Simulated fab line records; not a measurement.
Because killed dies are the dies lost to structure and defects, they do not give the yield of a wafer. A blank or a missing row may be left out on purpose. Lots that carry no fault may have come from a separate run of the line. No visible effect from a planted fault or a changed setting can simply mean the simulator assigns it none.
Matching of chambers | flow n5_finfet | N5_ILD0_LINER_00 on ald_sin-02: 4 sister chambers
The step material SiNx, target thk 4 nm, pulse time 1 s, purge time 2 s. 8 wafers are shown with their chamber, then 9 later ones without.

## EACH WAFER AND ITS CHAMBER
wafer  | chamber | heater_power_w (W) | precursor_pulse_height_rel
L077.1 | 3       | 886                | 1.013
L080.4 | 3       | 913                | 0.965
L080.5 | 0       | 908                | 0.980
L082.1 | 2       | 867                | 1.006
L082.6 | 0       | 915                | 1.002
L088.1 | 1       | 761                | 0.975
L088.2 | 2       | 888                | 1.026
L088.5 | 1       | 757                | 0.964

## WAFERS WHOSE CHAMBER IS MISSING
wafer  | heater_power_w (W) | precursor_pulse_height_rel
L091.1 | 908                | 0.958
L091.3 | 775                | 0.983
L091.6 | 896                | 0.999
L093.3 | 858                | 0.974
L093.4 | 908                | 1.041
L093.5 | 908                | 0.976
L095.1 | 901                | 0.960
L095.2 | 767                | 1.005
L095.5 | 774                | 0.966

## EACH ONE'S CHAMBER
wafer  | from the rows above          | in truth
L091.1 | can't be placed: 0 or 3      | 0
L091.3 | 1                            | 1
L091.6 | can't be placed: 3 or 0 or 2 | 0
L093.3 | can't be placed: 2 or 3 or 0 | 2
L093.4 | can't be placed: 0 or 3 or 2 | 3
L093.5 | can't be placed: 0 or 3      | 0
L095.1 | can't be placed: 3 or 0 or 2 | 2
L095.2 | 1                            | 1
L095.5 | 1                            | 1
Correctly placed: 3 of 9. Can't be placed from these rows: 6 (the true chamber is among the candidates in 6). Number placed wrongly: 0.
How it was worked out, from the rows above alone: a wafer's distance from a chamber is the root of the sum, over the readings, of the square of ((its reading less the chamber's mean) divided by the reading's scatter). If the next closest chamber is less than 2 further off than the closest, the wafer can't be placed; otherwise it belongs to the closest. For every chamber, the mean is computed from those of its wafers that are shown. The scatter: the root of (the sum of the squares of (reading less its chamber's mean) over the shown wafers, divided by (wafers less chambers)).
